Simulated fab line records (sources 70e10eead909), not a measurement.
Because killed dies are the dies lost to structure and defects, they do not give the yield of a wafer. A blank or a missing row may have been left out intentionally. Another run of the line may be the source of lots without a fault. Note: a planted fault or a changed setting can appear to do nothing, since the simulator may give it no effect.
Which tool is to blame? + flow nand harc + 14 lots, 42 wafers sampled, at 5 steps of a route of 1159

WHAT THE GAUGES READ, wafer by wafer
NHARC_END_SORT_01. Usual: killed at array 29, standard deviation 11; killed at other 0.7, standard deviation 1.1; killed at periphery 2.9, standard deviation 2.2; killed dies 33, standard deviation 11; killed open 3.1, standard deviation 1.8; killed short 1.9, standard deviation 1.4.
| lot  | measured     | on        | killed at array | killed at other | killed at periphery | killed dies | killed open | killed short | flag |
|------|--------------|-----------|-----------------|-----------------|---------------------|-------------|-------------|--------------|------|
| L256 | day 20 01:05 | prober-01 | 8 10 8          | 2 0 1           | 0 2 2               | 10 12 11    | 2 2 3       | 2 3 1        |      |
| L257 | day 20 09:37 | prober-01 | 35 36 43        | 0 1 0           | 2 4 4               | 37 41 47    | 4 4 5       | 0 2 2        |      |
| L255 | day 20 14:42 | prober-02 | 25 20 29        | 0 0 0           | 4 3 3               | 29 23 32    | 5 5 5       | 3 1 3        |      |
| L258 | day 20 23:05 | prober-01 | 35 30 33        | 1 0 0           | 2 2 4               | 38 32 37    | 4 1 4       | 3 0 2        |      |
| L259 | day 21 09:58 | prober-02 | 15 17 14        | 0 0 0           | 3 9 7               | 18 26 21    | 2 3 3       | 0 2 1        |      |
| L261 | day 21 17:44 | prober-02 | 25 29           | 1 0             | 0 4                 | 26 33       | 2 3         | 3 1          |      |
| L267 | day 22 17:25 | prober-01 | 44 49 33        | 1 3 7           | 4 0 3               | 49 52 43    | 5 2 3       | 1 2 1        |      |
| L266 | day 22 13:22 | prober-02 | 101 102 99      | 0 4 0           | 0 3 2               | 101 109 101 | 1 3 1       | 0 1 0        | OFF  |
| L270 | day 23 15:29 | prober-01 | 124 117 115     | 0 1 1           | 5 2 3               | 129 120 119 | 1 3 3       | 2 1 3        | OFF  |
| L271 | day 24 04:02 | prober-01 | 47 48 47        | 0 0 1           | 0 3 0               | 47 51 48    | 4 3 1       | 1 5 5        |      |
| L272 | day 24 11:01 | prober-01 | 40 51 47        | 1 0 0           | 6 3 3               | 47 54 50    | 5 5 2       | 3 4 3        |      |

WHAT TOOL EACH LOT RAN ON (gives the tool, then ch and the chambers of the sampled wafers, and finally the start)
| lot  | NHARC_A_ONON_D1_DEP_22           | NHARC_THIN_TSV_STRIP_45              | NHARC_THIN_TSV_DEP_47           | NHARC_THIN_TSV_DEGAS_53      |
|------|----------------------------------|--------------------------------------|---------------------------------|------------------------------|
| L254 | pecvd onon-04 ch 0, day 8 13:02  | plasma asher-02 ch 0,1, day 19 01:07 | pecvd-03 ch 0,1,2, day 19 01:52 | pvd sputter-03, day 19 04:47 |
| L253 | pecvd onon-03 ch 0, day 8 13:08  | plasma asher-01 ch 0,1, day 19 04:07 | pecvd-01 ch 1,2, day 19 04:58   | pvd sputter-02, day 19 07:54 |
| L256 | pecvd onon-04 ch 0, day 8 20:31  | plasma asher-01 ch 0,1, day 19 01:46 | pecvd-01 ch 0,1, day 19 02:34   | pvd sputter-01, day 19 05:29 |
| L257 | pecvd onon-02 ch 0, day 8 20:35  | plasma asher-01 ch 0,1, day 19 17:38 | pecvd-01 ch 0,2, day 19 18:24   | pvd sputter-02, day 19 21:43 |
| L255 | pecvd onon-04 ch 0, day 9 04:17  | plasma asher-01 ch 0,1, day 19 18:56 | pecvd-03 ch 1,2, day 19 19:39   | pvd sputter-01, day 19 23:35 |
| L258 | pecvd onon-02 ch 0, day 9 12:04  | plasma asher-01 ch 0,1, day 20 08:01 | pecvd-03 ch 0,1, day 20 08:53   | pvd sputter-02, day 20 11:59 |
| L259 | pecvd onon-04 ch 0, day 9 12:07  | plasma asher-02 ch 0,1, day 20 19:16 | pecvd-01 ch 1,2, day 20 20:04   | pvd sputter-02, day 20 22:59 |
| L261 | pecvd onon-04 ch 0, day 10 02:52 | plasma asher-02 ch 0,1, day 20 22:45 | pecvd-02 ch 0,2, day 20 23:43   | pvd sputter-02, day 21 02:38 |
| L265 | pecvd onon-02 ch 0, day 11 06:57 | plasma asher-01 ch 0,1, day 21 14:46 | pecvd-02 ch 0,2, day 21 15:34   | pvd sputter-02, day 21 18:28 |
| L267 | pecvd onon-02 ch 0, day 11 22:45 | plasma asher-01 ch 0,1, day 21 23:13 | pecvd-03 ch 0,1, day 21 23:58   | pvd sputter-01, day 22 03:29 |
| L266 | pecvd onon-04 ch 0, day 11 22:46 | plasma asher-01 ch 0,1, day 22 00:49 | pecvd-02 ch 0,1,2, day 22 01:40 | pvd sputter-01, day 22 04:31 |
| L270 | pecvd onon-04 ch 0, day 12 14:16 | plasma asher-01 ch 0,1, day 22 20:30 | pecvd-01 ch 0,1, day 22 21:16   | pvd sputter-02, day 23 00:08 |
| L271 | pecvd onon-02 ch 0, day 12 19:00 | plasma asher-01 ch 0,1, day 23 14:28 | pecvd-01 ch 0,2, day 23 15:15   | pvd sputter-03, day 23 18:12 |
| L272 | pecvd onon-03 ch 0, day 13 00:26 | plasma asher-01 ch 0,1, day 23 15:41 | pecvd-01 ch 1,2, day 23 16:32   | pvd sputter-02, day 23 19:52 |
- NHARC_A_ONON_D1_DEP_22: target thk 1000 nm.
- NHARC_THIN_TSV_STRIP_45: strips in O2.
- NHARC_THIN_TSV_DEP_47: deposits SiO2, target thk 200 nm.
- NHARC_THIN_TSV_DEGAS_53: time 60 s.

AS READ BY THE TOOLS THEMSELVES (means over the sampled wafers that have a number; for cases with no such wafer, the mark the record gives instead)
NHARC_THIN_TSV_STRIP_45. Usual: drypump motor current A 5.6 A, standard deviation 0.44; heater power w 299 W, standard deviation 42; temp c 250.01 C, standard deviation 0.16.
| lot  | tool            | drypump motor current A (A) | heater power w (W) | temp c (C) | flag |
|------|-----------------|-----------------------------|--------------------|------------|------|
| L254 | plasma asher-02 | 5.6                         | 290                | 249.99     |      |
| L253 | plasma asher-01 | 5.4                         | 288                | 249.99     |      |
| L256 | plasma asher-01 | 5.5                         | 290                | 250.08     |      |
| L257 | plasma asher-01 | 5.8                         | 336                | 250.09     |      |
| L255 | plasma asher-01 | 5.4                         | 286                | 249.92     |      |
| L258 | plasma asher-01 | 5.8                         | 325                | 250.03     |      |
| L259 | plasma asher-02 | 5.5                         | 285                | 249.89     |      |
| L261 | plasma asher-02 | 5.4                         | 288                | 250.02     |      |
| L265 | plasma asher-01 | 5.5                         | 289                | 250.05     |      |
| L267 | plasma asher-01 | 5.8                         | 323                | 250.03     |      |
| L266 | plasma asher-01 | 5.8                         | 325                | 250.15     |      |
| L270 | plasma asher-01 | 5.4                         | 289                | 250.19     |      |
| L271 | plasma asher-01 | 5.8                         | 318                | 249.85     |      |
| L272 | plasma asher-01 | 5.4                         | 288                | 249.85     |      |

NHARC_THIN_TSV_DEP_47. Usual: flow sccm 2650 sccm, standard deviation 8.4; throttle valve pct 15.9 %, standard deviation 0.49.
| lot  | tool     | flow sccm (sccm) | throttle valve pct (%) | flag |
|------|----------|------------------|------------------------|------|
| L254 | pecvd-03 | 2653             | 16.4                   |      |
| L253 | pecvd-01 | 2639             | 15.8                   |      |
| L256 | pecvd-01 | 2652             | 15.4                   |      |
| L257 | pecvd-01 | 2654             | 15.8                   |      |
| L255 | pecvd-03 | 2642             | 16.2                   |      |
| L258 | pecvd-03 | 2645             | 16.8                   |      |
| L259 | pecvd-01 | 2652             | 15.9                   |      |
| L261 | pecvd-02 | 2651             | 15.7                   |      |
| L265 | pecvd-02 | 2654             | 15.7                   |      |
| L267 | pecvd-03 | 2657             | 16.0                   |      |
| L266 | pecvd-02 | 2650             | 15.8                   |      |
| L270 | pecvd-01 | 2650             | 15.8                   |      |
| L271 | pecvd-01 | 2652             | 15.6                   |      |
| L272 | pecvd-01 | 2640             | 15.9                   |      |

NHARC_THIN_TSV_DEGAS_53. Usual: heater power w 458 W, standard deviation 55.
| lot  | tool           | heater power w (W) | flag |
|------|----------------|--------------------|------|
| L254 | pvd sputter-03 | 425                |      |
| L253 | pvd sputter-02 | 427                |      |
| L256 | pvd sputter-01 | 480                |      |
| L257 | pvd sputter-02 | 473                |      |
| L255 | pvd sputter-01 | 450                |      |
| L258 | pvd sputter-02 | 470                |      |
| L259 | pvd sputter-02 | 442                |      |
| L261 | pvd sputter-02 | 429                |      |
| L265 | pvd sputter-02 | 424                |      |
| L267 | pvd sputter-01 | 432                |      |
| L266 | pvd sputter-01 | 436                |      |
| L270 | pvd sputter-02 | 380                |      |
| L271 | pvd sputter-03 | 476                |      |
| L272 | pvd sputter-02 | 437                |      |

THE ANSWER, worked out from the rows above alone
Rule: a lot counts as off when the mean over its wafers that have a number is more than 3 standard deviations away from the usual mean. Also off: a lot with no number at a reading for which 4 or more lots have one. Where the step has rows for the other lots, those lots are counted as sound. First the gauges in route order, then the tools' own readings, where a lot's mean is used as printed above. The first step at which some lot is off is used, and at that step the reading that is off furthest; a lot without a number counts as furthest.
Off: L266, L270 (NHARC_END_SORT_01, killed at array). Neither off nor sound, because the step has no rows for them: L254, L253, L265.
A tool fits if, at a process step before that reading, it ran every lot that is off, and no sound lot after the first of them. Gauges at NHARC_END_SORT_01: tried the same way as those tools. One fits: NHARC_A_ONON_D1_DEP_22 on pecvd onon-04. A fault onset in the window from L261 (day 10 02:52, its last sound lot) to L266 (day 11 22:46, its first lot off) fits.

WHAT THE SIMULATOR HAD INSERTED
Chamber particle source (pecvd onon-04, NHARC_A_ONON_D1_DEP_22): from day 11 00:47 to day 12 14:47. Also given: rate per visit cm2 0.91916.
Lots struck among those shown: L266, L270. The rule above found the same.
